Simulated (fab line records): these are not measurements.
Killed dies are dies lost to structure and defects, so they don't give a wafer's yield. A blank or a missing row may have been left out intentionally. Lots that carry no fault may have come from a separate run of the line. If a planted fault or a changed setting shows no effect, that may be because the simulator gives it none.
fab line records	flow nand_harc
record lots=24	wafers=72	last_day=33
route steps=1302 shown A_SLIT@933 A_WL_FILL@965 A_CONTACT@998
lots that met no fault: from a run of the same line without faults
start_h: hours from the record's opening day to when the first of the lot's shown wafers began	wait_h: hours from the lot's prior step to this one	" the same as in the row above	L1.1+2: a row that stands for several wafers	- either no value or no given start	* or withheld: withheld	< > ~ a bound
route shown NAME@n: names a module that has steps shown in the file, with the first one's number in the route	usual: mean/standard deviation of fault-free wafers	same: alike in all rows	chamber/n: place in a boat	sites: each site's reading	_std_site: standard deviation across them	_edge_site: outer sites' mean less inner sites'	radius_mm: for every site, how far away it sits from the centre of the wafer	mask NAME#n: copy n	behind: tool/chamber where the wafer was last shaped	hold: reason for holding the lot/hours on hold/outcome of the hold	device: the n, p or np transistor that did not switch	end of line: the tests these same wafers got at the end of their route	a step given without rows: its recipe and nothing more	killed: not the wafer's yield, but the dies lost to structure and defects at the first sort	map: a wafer's dies, marking killed ones x, the rest . and places with no die _
set.NAME: the setting the step ran with; set.NAME@STEP: the setting that earlier step ran with	model.NAME: the simulator's own value behind a step, which no gauge read
a sample of lots followed through the steps of the route, with each step as a table and each wafer as a row
services: from which hour (start_h, from the record's first day; less than 0 if before it) a tool's chamber was out of use, for how many hours, and why
## steps
# step NHARC_A_SLIT_CD_MEAS_09
# recipe target_cd_nm=300	landing_energy_ev=500
# usual cd_nm=300.0/0.45
lot.wafer	tool	chamber	start_h	wait_h	cd_nm
L074.1	cd_sem-02	0	447.40	-	299.8
L074.3	"	0	"	"	299.6
L074.6	"	0	"	"	300.0
L075.2	cd_sem-03	0	471.66	-	299.6
L075.3	"	0	"	"	299.3
L075.4	"	0	"	"	299.1
L078.2	cd_sem-01	0	473.17	-	299.3
L078.3	"	0	"	"	299.8
L078.5	"	0	"	"	299.3
L077.1	cd_sem-01	0	475.41	-	300.6
L077.4	"	0	"	"	300.2
L077.5	"	0	"	"	300.2
L079.2	cd_sem-01	0	491.93	-	300.5
L079.3	"	0	"	"	301.3
L079.5	"	0	"	"	300.5
L076.1	cd_sem-01	0	493.06	-	300.5
L076.2	"	0	"	"	300.0
L076.3	"	0	"	"	300.5
L080.1	cd_sem-01	0	500.97	-	299.4
L080.2	"	0	"	"	299.2
L080.5	"	0	"	"	299.9
L082.1	cd_sem-02	0	525.24	-	300.0
L082.4	"	0	"	"	300.3
L082.6	"	0	"	"	300.3
L081.1	cd_sem-03	0	526.02	-	300.4
L081.2	"	0	"	"	299.5
L081.5	"	0	"	"	300.1
L083.2	cd_sem-03	0	542.91	-	300.0
L083.3	"	0	"	"	299.9
L083.6	"	0	"	"	300.3
L084.1	cd_sem-01	0	557.94	-	299.6
L084.4	"	0	"	"	300.1
L084.5	"	0	"	"	299.6
L085.2	cd_sem-02	0	558.47	-	300.8
L085.5	"	0	"	"	300.0
L085.6	"	0	"	"	299.9
L086.2	cd_sem-02	0	571.73	-	299.5
L086.4	"	0	"	"	300.5
L086.5	"	0	"	"	300.3
L087.2	cd_sem-01	0	580.72	-	299.2
L087.3	"	0	"	"	300.3
L087.4	"	0	"	"	299.2
L089.1	cd_sem-03	0	596.95	-	300.2
L089.3	"	0	"	"	299.8
L089.4	"	0	"	"	300.0
L088.3	cd_sem-01	0	602.76	-	300.1
L088.4	"	0	"	"	300.2
L088.6	"	0	"	"	299.9
L090.4	cd_sem-03	0	626.31	-	299.9
L090.5	"	0	"	"	300.2
L090.6	"	0	"	"	300.2
L091.1	cd_sem-01	0	626.82	-	300.6
L091.3	"	0	"	"	300.7
L091.4	"	0	"	"	300.2
L092.2	cd_sem-02	0	636.23	-	300.3
L092.4	"	0	"	"	299.7
L092.6	"	0	"	"	299.4
L094.2	cd_sem-02	0	648.27	-	299.5
L094.5	"	0	"	"	300.9
L094.6	"	0	"	"	300.4
L095.1	cd_sem-01	0	648.31	-	299.3
L095.4	"	0	"	"	300.1
L095.5	"	0	"	"	299.8
L093.1	cd_sem-01	0	663.28	-	299.1
L093.5	"	0	"	"	299.8
L093.6	"	0	"	"	299.8
L096.1	cd_sem-02	0	663.48	-	299.6
L096.5	"	0	"	"	299.1
L096.6	"	0	"	"	299.2
L097.1	cd_sem-03	0	678.40	-	300.0
L097.2	"	0	"	"	300.3
L097.6	"	0	"	"	300.4
# step NHARC_A_SLIT_ETCH_17
# recipe bias_v=900	source_w=withheld	pressure_mtorr=20	ar_flow_sccm=375	c4f8_flow_sccm=83.3	o2_flow_sccm=41.7	time_s=4254.5	target_depth_a=2.03e+05	chemistry=C4F8/O2/Ar
# usual chamber_pressure_mTorr=19.998/0.02	drypump_motor_current_A=6.2/0.44	showerhead_plenum_p_Torr=3.76/0.17	throttle_valve_pct=32.046/0.009
lot.wafer	tool	chamber	start_h	wait_h	chamber_pressure_mTorr	drypump_motor_current_A	rf_hours_counter_h	showerhead_plenum_p_Torr	throttle_valve_pct
L074.1	har_etch-01	0	450.03	-	19.975	6.0	230	3.66	32.058
L074.3	"	1	"	"	20.006	5.5	-	3.50	32.037
L074.6	"	0	452.42	-	19.991	6.0	-	3.66	32.072
L075.2	har_etch-02	1	473.72	-	19.994	6.3	46	3.91	32.049
L075.4	"	0	"	"	19.994	6.7	-	3.91	32.058
L075.3	"	1	"	"	19.980	6.3	-	3.91	32.053
L078.2	har_etch-01	0	475.22	-	20.026	6.0	245	3.65	32.049
L078.3	"	1	"	"	19.988	5.5	-	3.50	32.060
L078.5	"	1	477.04	-	19.959	5.5	-	3.50	32.040
L077.1	har_etch-02	1	476.93	-	20.017	6.3	50	3.91	32.049
L077.4	"	1	478.17	-	20.035	6.3	-	3.91	32.051
L077.5	"	1	479.41	-	20.015	6.3	-	3.91	32.040
L079.2	har_etch-01	1	493.96	-	20.020	5.5	253	3.49	32.054
L079.3	"	0	"	"	20.017	6.0	-	3.65	32.045
L079.5	"	1	496.36	-	19.966	5.5	-	3.49	32.043
L076.2	har_etch-02	1	494.49	-	20.016	6.2	58	3.91	32.040
L076.1	"	0	"	"	19.982	6.7	58	3.91	32.036
L076.3	"	0	496.33	-	19.965	6.8	-	3.91	32.040
L080.2	har_etch-02	0	504.11	-	19.996	6.8	65	3.90	32.035
L080.1	"	1	"	"	19.995	6.3	65	3.90	32.053
L080.5	"	0	506.49	-	19.997	6.8	-	3.90	32.045
L082.1	har_etch-02	0	526.92	-	19.996	6.8	77	3.90	32.044
L082.4	"	0	528.12	-	19.975	6.8	-	3.90	32.054
L082.6	"	1	529.93	-	20.015	6.4	-	3.90	32.034
L081.2	har_etch-01	1	527.46	-	20.001	5.5	276	3.48	32.035
L081.1	"	0	"	"	19.959	6.0	276	3.64	32.042
L081.5	"	0	530.47	-	20.006	6.0	-	3.64	32.050
L083.2	har_etch-02	0	547.77	-	19.962	6.7	88	3.89	32.036
L083.3	"	1	"	"	19.997	6.3	-	3.89	32.051
L083.6	"	0	550.20	-	19.983	6.7	-	3.89	32.050
L084.1	har_etch-02	0	559.64	-	20.002	6.7	96	3.89	32.033
L084.4	"	1	561.46	-	20.008	6.3	-	3.89	32.050
L084.5	"	0	"	"	20.028	6.7	-	3.89	32.036
L085.2	har_etch-01	0	561.38	-	19.993	5.9	295	3.63	32.034
L085.6	"	0	563.78	-	20.003	6.0	-	3.63	32.031
L085.5	"	1	"	"	20.045	5.5	-	3.47	32.061
L086.2	har_etch-01	0	577.53	-	20.038	6.0	307	3.62	32.046
L086.4	"	0	578.74	-	20.004	6.0	-	3.62	32.057
L086.5	"	0	579.95	-	20.038	6.0	-	3.62	32.061
L087.2	har_etch-02	1	582.76	-	20.031	6.3	111	3.88	32.056
L087.4	"	0	"	"	20.000	6.8	-	3.88	32.043
L087.3	"	1	"	"	19.999	6.3	-	3.88	32.047
L089.1	har_etch-01	1	599.00	-	20.009	5.6	314	3.46	32.037
L089.3	"	0	"	"	20.005	6.0	-	3.62	32.043
L089.4	"	1	"	"	19.995	5.6	-	3.46	32.047
L088.4	har_etch-02	1	605.40	-	20.016	6.3	-	3.87	32.035
L088.3	"	0	"	"	19.999	6.7	-	3.87	32.045
L088.6	"	1	"	"	19.987	6.3	-	3.87	32.049
L090.4	har_etch-02	0	628.93	-	20.003	6.8	-	3.86	32.038
L090.6	"	0	630.12	-	19.955	6.8	-	3.86	32.058
L090.5	"	1	"	"	20.006	6.3	-	3.86	32.043
L091.1	har_etch-02	1	631.51	-	19.986	6.3	138	3.86	32.057
L091.3	"	1	632.71	-	19.991	6.3	-	3.86	32.044
L091.4	"	0	"	"	19.975	6.8	-	3.86	32.066
L092.2	har_etch-02	1	638.28	-	19.976	6.3	141	3.86	32.058
L092.4	"	1	639.50	-	19.991	6.3	-	3.86	32.038
L092.6	"	0	"	"	19.992	6.7	-	3.86	32.039
L094.2	har_etch-01	1	649.70	-	19.994	5.5	341	3.45	32.031
L094.5	"	1	652.11	-	19.990	5.5	-	3.45	32.043
L094.6	"	0	"	"	19.991	6.0	-	3.60	32.052
L095.1	har_etch-02	1	650.37	-	20.034	6.3	149	3.86	32.045
L095.4	"	0	"	"	19.996	6.8	-	3.86	32.054
L095.5	"	1	652.75	-	20.032	6.3	-	3.86	32.043
L096.1	har_etch-01	0	664.93	-	19.975	6.0	349	3.60	32.042
L096.6	"	0	667.32	-	19.986	6.0	-	3.60	32.032
L096.5	"	1	"	"	20.001	5.5	-	3.44	32.034
L093.1	har_etch-02	1	665.31	-	19.963	6.3	156	3.85	32.052
L093.6	"	0	667.12	-	20.043	6.8	-	3.85	32.043
L093.5	"	1	"	"	20.007	6.3	-	3.85	32.052
L097.1	har_etch-02	1	681.77	-	19.989	6.3	172	3.84	32.035
L097.2	"	0	"	"	19.990	6.8	172	3.84	32.046
L097.6	"	0	684.82	-	20.008	6.7	-	3.84	32.039
# step NHARC_A_WL_FILL_ALD_10
# recipe target_thk_a=500	pulse_time_s=10	ald_cycles=500	temp_c=300	material=SiO2
# usual heater_power_w=469/49	precursor_pulse_height_rel=1.002/0.019
lot.wafer	tool	chamber	start_h	wait_h	heater_power_w	precursor_pulse_height_rel
L074.3	ald_hk-01	2	468.74	1.1	454	0.984
L074.1	"	3	"	"	495	0.977
L074.6	"	1	470.29	2.6	504	0.969
L075.4	ald_hk-03	0	491.39	0.0	430	0.968
L075.2	"	2	492.42	1.1	416	1.013
L075.3	"	3	"	"	544	1.010
L078.3	ald_hk-01	3	491.71	0.4	474	0.990
L078.2	"	1	492.74	1.4	490	0.998
L078.5	"	3	493.77	2.4	459	1.013
L077.4	ald_hk-04	2	496.10	0.1	461	0.998
L077.1	"	1	497.62	1.6	567	1.009
L077.5	"	3	498.64	2.6	458	0.995
L076.3	ald_hk-03	2	511.85	0.1	436	0.982
L076.2	"	3	512.88	1.1	536	0.992
L076.1	"	1	514.95	3.2	425	1.010
L079.3	ald_hk-04	2	512.88	1.1	449	1.001
L079.2	"	3	"	"	469	1.025
L079.5	"	1	514.42	2.6	541	1.021
L080.2	ald_hk-01	0	523.44	0.6	448	1.012
L080.1	"	2	524.45	1.6	457	0.990
L080.5	"	0	525.46	2.6	457	1.036
L081.1	ald_hk-03	3	545.58	0.1	556	1.013
L081.2	"	0	"	"	418	0.986
L081.5	"	0	548.16	2.6	434	0.985
L082.1	ald_hk-04	3	545.58	0.1	454	1.001
L082.4	"	0	"	"	387	0.984
L082.6	"	0	548.15	2.6	393	0.969
L083.3	ald_hk-01	1	569.77	0.1	492	0.985
L083.2	"	3	570.80	1.1	480	1.002
L083.6	"	2	572.34	2.6	482	0.990
L084.1	ald_hk-04	2	578.50	0.1	454	1.008
L084.4	"	0	579.53	1.1	407	1.032
L084.5	"	2	580.56	2.1	462	0.999
L085.2	ald_hk-01	2	579.13	0.7	474	1.004
L085.6	"	1	580.69	2.2	501	1.048
L085.5	"	2	"	"	474	0.983
L087.2	ald_hk-03	2	599.50	0.6	442	0.981
L087.4	"	3	"	"	535	0.988
L087.3	"	0	"	"	458	1.033
L086.2	ald_hk-04	0	599.51	0.6	401	1.018
L086.4	"	2	600.55	1.6	450	1.003
L086.5	"	3	"	"	458	1.026
L089.3	ald_hk-01	2	617.93	0.6	470	1.012
L089.1	"	0	620.00	2.7	447	1.010
L089.4	"	1	621.04	3.8	486	1.023
L088.3	ald_hk-04	0	623.50	0.1	405	0.997
L088.4	"	1	"	"	561	1.007
L088.6	"	1	626.12	2.7	551	1.057
L091.1	ald_hk-04	0	647.46	0.1	407	0.998
L091.4	"	2	648.48	1.1	457	1.011
L091.3	"	3	"	"	489	1.014
L090.4	ald_hk-03	2	647.97	0.6	455	0.990
L090.5	"	1	649.53	2.1	390	1.018
L090.6	"	2	"	"	453	0.972
L092.2	ald_hk-03	3	656.99	0.9	562	1.032
L092.4	"	1	658.01	1.9	388	1.000
L092.6	"	3	659.04	2.9	548	1.032
L095.4	ald_hk-04	2	668.45	0.1	466	0.990
L095.1	"	1	669.99	1.6	559	0.993
L095.5	"	2	"	"	468	0.991
L094.2	ald_hk-03	2	670.02	1.6	463	0.958
L094.6	"	3	"	"	544	0.990
L094.5	"	0	"	"	450	0.985
L093.1	ald_hk-04	1	683.43	0.1	545	0.964
L093.6	"	1	685.53	2.1	544	1.006
L093.5	"	2	"	"	473	1.061
L096.1	ald_hk-01	3	683.95	0.6	477	1.027
L096.6	"	2	685.51	2.1	476	0.985
L096.5	"	3	"	"	490	0.984
L097.1	ald_hk-03	2	702.82	0.1	435	1.047
L097.2	"	0	703.84	1.1	460	1.007
L097.6	"	3	705.37	2.6	553	0.984
# step NHARC_A_WL_FILL_ETCHBACK_26
# recipe target_depth_a=520	time_s=13.3	hbr_flow_sccm=150	rf_w=350	icp_w=350	bias_w=60	chemistry=HBr
# usual chamber_pressure_mTorr=15.002/0.014	drypump_motor_current_A=5.7/0.43	oes_product_au=1.000/0.0073	throttle_valve_pct=23.265/0.0083
lot.wafer	tool	chamber	start_h	wait_h	chamber_pressure_mTorr	drypump_motor_current_A	oes_product_au	rf_hours_counter_h	throttle_valve_pct
L074.1	rie_si-03	3	477.66	0.4	15.010	5.3	0.993	0.37	23.273
L074.3	"	0	"	"	15.015	6.6	0.993	0.46	23.269
L074.6	"	3	"	"	14.994	5.3	1.001	-	23.269
L075.2	rie_si-05	1	501.42	0.4	14.962	5.1	0.998	0.04	23.276
L075.3	"	2	"	"	14.994	5.5	0.999	0.04	23.266
L075.4	"	3	"	"	15.007	5.4	1.006	0.08	23.268
L078.3	rie_si-03	2	501.43	0.4	15.016	5.7	0.999	0.55	23.264
L078.2	"	3	"	"	15.000	5.3	0.995	0.49	23.264
L078.5	"	2	"	"	15.011	5.7	0.999	-	23.271
L077.1	rie_si-03	0	506.12	0.4	14.994	6.6	0.993	0.60	23.271
L077.4	"	1	"	"	15.013	6.1	1.003	0.59	23.276
L077.5	"	3	"	"	14.995	5.3	1.001	-	23.263
L079.3	rie_si-05	3	521.94	0.4	14.993	5.4	1.003	0.22	23.274
L079.2	"	1	"	"	15.016	5.1	1.018	0.20	23.267
L079.5	"	2	"	"	15.002	5.5	1.004	-	23.277
L076.1	rie_si-03	3	525.08	0.4	14.994	5.3	1.006	0.63	23.264
L076.2	"	0	"	"	14.991	6.6	1.001	0.73	23.267
L076.3	"	1	"	"	14.999	6.2	0.995	0.72	23.277
L080.2	rie_si-02	1	532.83	0.4	15.011	5.8	0.989	0.51	23.251
L080.1	"	3	"	"	14.990	5.4	1.002	0.51	23.273
L080.5	"	0	"	"	14.994	5.6	1.004	-	23.263
L082.1	rie_si-05	1	555.61	0.4	14.966	5.1	1.000	0.41	23.274
L082.4	"	0	"	"	15.001	5.7	0.998	0.43	23.273
L082.6	"	2	"	"	15.008	5.5	1.000	-	23.260
L081.1	rie_si-02	1	555.63	0.4	15.006	5.8	0.992	0.72	23.259
L081.2	"	2	"	"	14.991	5.5	1.000	0.66	23.253
L081.5	"	1	"	"	14.989	5.7	0.995	-	23.273
L083.3	rie_si-05	0	579.82	0.4	15.015	5.7	0.991	0.47	23.265
L083.2	"	3	"	"	15.019	5.4	0.999	0.52	23.265
L083.6	"	0	"	"	14.981	5.7	0.996	-	23.258
L085.2	rie_si-03	0	588.60	0.4	15.018	6.6	1.005	0.04	23.252
L085.5	"	0	"	"	15.001	6.6	0.994	-	23.270
L085.6	"	1	"	"	14.980	6.2	1.012	-	23.278
L084.4	rie_si-05	3	588.61	0.4	15.011	5.4	1.006	0.56	23.257
L084.1	"	0	"	"	15.001	5.7	0.998	0.55	23.269
L084.5	"	2	"	"	14.979	5.5	1.006	-	23.264
L087.2	rie_si-05	1	609.05	0.4	14.994	5.1	0.996	0.72	23.258
L087.4	"	2	"	"	15.000	5.5	1.015	0.75	23.269
L087.3	"	3	"	"	14.996	5.4	1.006	0.76	23.273
L086.2	rie_si-02	2	609.06	0.4	14.993	5.4	1.000	1.01	23.266
L086.4	"	0	"	"	14.983	5.5	1.000	0.96	23.260
L086.5	"	2	"	"	14.994	5.4	0.998	-	23.260
L089.3	rie_si-05	2	631.16	0.4	14.995	5.5	0.998	0.93	23.253
L089.1	"	1	"	"	14.989	5.1	1.009	0.85	23.280
L089.4	"	1	"	"	14.999	5.1	1.010	-	23.272
L088.4	rie_si-03	0	633.50	0.4	15.009	6.6	0.985	0.31	23.273
L088.3	"	1	"	"	15.021	6.2	0.993	0.32	23.253
L088.6	"	3	"	"	15.005	5.2	0.993	-	23.265
L091.3	rie_si-03	0	657.52	0.4	14.998	6.6	0.997	0.44	23.266
L091.1	"	1	"	"	15.005	6.2	1.011	0.42	23.277
L091.4	"	2	"	"	14.992	5.7	0.998	0.43	23.268
L090.6	rie_si-05	3	657.57	0.4	14.985	5.4	1.004	-	23.269
L090.4	"	1	"	"	15.031	5.1	0.999	-	23.258
L090.5	"	2	"	"	15.005	5.5	0.999	-	23.254
L092.2	rie_si-03	3	666.54	0.4	14.988	5.3	0.997	0.57	23.267
L092.4	"	2	"	"	15.001	5.7	1.002	0.53	23.259
L092.6	"	3	"	"	15.012	5.2	1.002	-	23.272
L094.2	rie_si-02	0	678.42	0.4	15.020	5.5	0.993	0.17	23.263
L094.5	"	0	"	"	15.011	5.5	0.991	-	23.269
L094.6	"	1	"	"	15.006	5.7	1.003	-	23.274
L095.1	rie_si-05	0	678.45	0.4	15.015	5.7	0.989	0	23.267
L095.4	"	1	"	"	15.017	5.1	0.997	0	23.256
L095.5	"	3	"	"	15.002	5.4	0.994	-	23.257
L096.1	rie_si-02	3	693.56	0.4	15.004	5.4	0.990	0.36	23.280
L096.6	"	0	"	"	15.005	5.5	0.997	-	23.253
L096.5	"	1	"	"	14.994	5.7	1.003	-	23.256
L093.1	rie_si-03	2	693.56	0.4	14.988	5.7	0.999	0.73	23.251
L093.6	"	3	"	"	15.011	5.3	1.003	-	23.262
L093.5	"	0	"	"	15.000	6.6	0.984	-	23.269
L097.1	rie_si-03	1	712.78	0.4	15.005	6.2	0.991	0.78	23.263
L097.2	"	2	"	"	15.019	5.7	0.997	0.84	23.270
L097.6	"	0	"	"	14.972	6.6	0.990	-	23.266
# step NHARC_A_CONTACT_OVL_MEAS_43
# usual overlay_x_nm=0.1/0.72	overlay_y_nm=0.3/0.89
lot.wafer	tool	chamber	start_h	wait_h	overlay_x_nm	overlay_y_nm
L074.1	overlay-02	-	485.80	-	-0.2	0.4
L074.3	"	-	"	"	-0.2	-0.3
L074.6	"	-	"	"	-0.4	-0.1
L075.2	overlay-02	-	508.12	-	0.2	0.8
L075.3	"	-	"	"	0.9	0.8
L075.4	"	-	"	"	1.1	0.8
L078.2	overlay-01	-	508.84	-	0.1	-1.5
L078.3	"	-	"	"	0.9	-0.9
L078.5	"	-	"	"	0.4	-1.3
L077.1	overlay-02	-	512.90	-	-0.6	0.4
L077.4	"	-	"	"	-0.8	0.8
L077.5	"	-	"	"	-1.0	0.4
L079.2	overlay-01	-	529.59	-	-0.1	-0.7
L079.3	"	-	"	"	0.1	-0.3
L079.5	"	-	"	"	-0.2	-0.6
L076.1	overlay-01	-	533.88	-	-0.3	-0.5
L076.2	"	-	"	"	-0.6	0.0
L076.3	"	-	"	"	-0.6	0.0
L080.1	overlay-01	-	539.68	-	0.3	0.8
L080.2	"	-	"	"	0.5	1.1
L080.5	"	-	"	"	0.8	1.0
L082.1	overlay-02	-	565.99	-	0.0	0.5
L082.4	"	-	"	"	-0.3	-0.2
L082.6	"	-	"	"	0.1	-0.2
L081.1	overlay-02	-	566.43	-	-1.0	-0.8
L081.2	"	-	"	"	-0.5	-0.8
L081.5	"	-	"	"	-0.7	-0.7
L083.2	overlay-02	-	587.17	-	-1.1	0.2
L083.3	"	-	"	"	-1.1	-0.5
L083.6	"	-	"	"	-0.8	-0.5
L084.1	overlay-02	-	595.44	-	1.1	-0.2
L084.4	"	-	"	"	1.5	0.2
L084.5	"	-	"	"	1.1	-0.3
L085.2	overlay-01	-	595.62	-	-0.4	-1.1
L085.5	"	-	"	"	-0.5	-1.0
L085.6	"	-	"	"	-0.5	-1.1
L086.2	overlay-02	-	617.23	-	0.3	0.1
L086.4	"	-	"	"	0.2	-0.4
L086.5	"	-	"	"	0.5	0.2
L087.2	overlay-01	-	619.12	-	-1.2	0.5
L087.3	"	-	"	"	-1.3	0.4
L087.4	"	-	"	"	-1.0	0.2
L089.1	overlay-01	-	638.11	-	-0.6	-0.6
L089.3	"	-	"	"	-0.6	-0.4
L089.4	"	-	"	"	-0.4	-0.3
L088.3	overlay-02	-	640.84	-	0.9	1.2
L088.4	"	-	"	"	0.8	1.6
L088.6	"	-	"	"	1.1	2.1
L091.1	overlay-01	-	665.42	-	-0.1	0.9
L091.3	"	-	"	"	0.5	0.9
L091.4	"	-	"	"	0.5	1.3
L090.4	overlay-02	-	667.63	-	0.4	1.0
L090.5	"	-	"	"	-0.3	0.7
L090.6	"	-	"	"	0.4	1.1
L092.2	overlay-02	-	679.98	-	0.2	2.3
L092.4	"	-	"	"	-0.3	1.9
L092.6	"	-	"	"	-0.2	2.0
L095.1	overlay-01	-	686.14	-	0.7	-0.5
L095.4	"	-	"	"	1.6	-0.2
L095.5	"	-	"	"	0.8	-0.3
L094.2	overlay-02	-	686.62	-	0.2	1.0
L094.5	"	-	"	"	0.5	0.4
L094.6	"	-	"	"	0.2	0.4
L096.1	overlay-01	-	701.85	-	-0.2	2.0
L096.5	"	-	"	"	0.0	1.4
L096.6	"	-	"	"	-0.2	2.0
L093.1	overlay-02	-	702.11	-	0.6	0.9
L093.5	"	-	"	"	0.4	0.6
L093.6	"	-	"	"	1.1	1.0
L097.1	overlay-02	-	719.70	-	1.5	0.1
L097.2	"	-	"	"	1.6	0.0
L097.6	"	-	"	"	1.2	0.2
# step NHARC_A_CONTACT_ETCH_120
# recipe source_w=withheld	pressure_mtorr=20	bias_v=3000	time_s=190	target_depth_a=18500	ar_flow_sccm=withheld	c4f8_flow_sccm=withheld	o2_flow_sccm=withheld	chemistry=C4F8/O2/Ar
# usual chamber_pressure_mTorr=19.999/0.02
lot.wafer	tool	chamber	start_h	wait_h	chamber_pressure_mTorr	rf_hours_counter_h
L074.1	har_cap_etch-03	1	489.46	0.2	19.973	39
L074.3	"	1	"	"	20.004	-
L074.6	"	0	"	"	20.017	-
L075.2	har_cap_etch-02	0	511.63	0.1	19.990	84
L075.3	"	0	"	"	20.022	-
L075.4	"	1	"	"	19.985	-
L078.2	har_cap_etch-03	0	512.46	0.1	20.024	43
L078.3	"	1	"	"	20.009	-
L078.5	"	1	"	"	20.011	-
L077.1	har_cap_etch-01	0	516.50	0.1	20.006	1
L077.4	"	1	"	"	20.001	-
L077.5	"	1	"	"	19.981	-
L079.2	har_cap_etch-01	1	533.07	0.1	19.980	5
L079.3	"	1	"	"	19.981	-
L079.5	"	1	"	"	20.022	-
L076.1	har_cap_etch-02	0	537.36	0.1	20.007	91
L076.2	"	1	"	"	20.004	91
L076.3	"	1	"	"	19.969	-
L080.1	har_cap_etch-03	1	544.31	0.1	20.004	50
L080.2	"	0	"	"	20.006	50
L080.5	"	1	"	"	20.010	-
L082.1	har_cap_etch-03	0	569.47	0.1	19.993	54
L082.4	"	0	"	"	19.978	-
L082.6	"	1	"	"	19.988	-
L081.1	har_cap_etch-02	0	569.91	0.1	19.994	96
L081.2	"	1	"	"	19.983	96
L081.5	"	0	"	"	20.038	-
L083.2	har_cap_etch-03	1	590.65	0.1	19.968	58
L083.3	"	0	"	"	20.011	-
L083.6	"	0	"	"	20.019	-
L084.1	har_cap_etch-02	0	598.93	0.1	19.956	100
L084.4	"	0	"	"	20.025	-
L084.5	"	0	"	"	19.983	-
L085.2	har_cap_etch-01	1	599.15	0.1	20.028	15
L085.5	"	0	"	"	19.998	-
L085.6	"	1	"	"	19.986	-
L086.2	har_cap_etch-02	1	620.71	0.1	20.000	104
L086.4	"	0	"	"	19.985	-
L086.5	"	0	"	"	20.021	-
L087.2	har_cap_etch-03	0	622.61	0.1	19.987	63
L087.3	"	0	"	"	20.017	-
L087.4	"	1	"	"	19.994	-
L089.1	har_cap_etch-01	0	641.97	0.2	20.017	22
L089.4	"	1	"	"	19.968	-
L089.3	"	0	"	"	19.991	-
L088.4	har_cap_etch-03	0	644.39	0.1	20.021	-
L088.3	"	1	"	"	19.993	-
L088.6	"	1	"	"	20.019	-
L091.1	har_cap_etch-01	0	668.92	0.1	20.025	27
L091.3	"	1	"	"	19.990	-
L091.4	"	0	"	"	19.991	-
L090.4	har_cap_etch-03	1	671.16	0.1	19.962	-
L090.6	"	1	"	"	20.001	-
L090.5	"	0	"	"	20.038	-
L092.2	har_cap_etch-02	1	683.49	0.1	20.014	114
L092.4	"	0	"	"	19.978	-
L092.6	"	1	"	"	20.044	-
L095.1	har_cap_etch-02	1	690.07	0.1	20.026	116
L095.4	"	1	"	"	20.002	-
L095.5	"	0	"	"	20.007	-
L094.2	har_cap_etch-01	0	692.09	0.1	19.993	31
L094.6	"	0	"	"	20.001	-
L094.5	"	1	"	"	19.967	-
L093.1	har_cap_etch-03	0	705.74	0.1	20.024	78
L093.6	"	0	"	"	20.016	-
L093.5	"	1	"	"	20.004	-
L096.1	har_cap_etch-02	1	705.83	0.1	19.980	122
L096.6	"	1	"	"	19.951	-
L096.5	"	0	"	"	20.007	-
L097.1	har_cap_etch-03	1	723.18	0.1	20.000	82
L097.2	"	0	"	"	19.989	82
L097.6	"	1	"	"	19.973	-
## services
tool	chamber	start_h	hours	kind
ald_hk-04	-	432.07	10.0	pm
ald_hk-03	-	459.29	0.5	repair
rie_si-03	3	463.03	5.5	repair
ald_hk-01	-	474.46	10.0	pm
rie_si-05	-	482.00	9.0	pm
ald_hk-01	-	520.12	1.7	repair
har_cap_etch-03	-	536.44	0.8	repair
rie_si-05	-	548.15	0.4	repair
rie_si-05	0	561.71	10.0	repair
ald_hk-03	-	569.45	10.0	pm
ald_hk-04	-	571.77	1.0	repair
rie_si-03	-	575.00	9.0	pm
rie_si-05	-	596.27	0.1	repair
ald_hk-04	-	610.07	10.0	pm
rie_si-05	3	629.25	3.2	repair
rie_si-05	0	651.78	3.0	repair
ald_hk-01	-	652.61	10.0	pm
rie_si-05	0	656.70	4.1	repair
rie_si-05	-	659.00	9.0	pm
har_cap_etch-02	-	669.27	0.5	repair
rie_si-03	-	671.29	0.4	repair
ald_hk-01	-	689.76	5.5	repair
rie_si-05	2	703.36	48.7	repair
rie_si-03	1	719.80	9.1	repair
## key
fault none
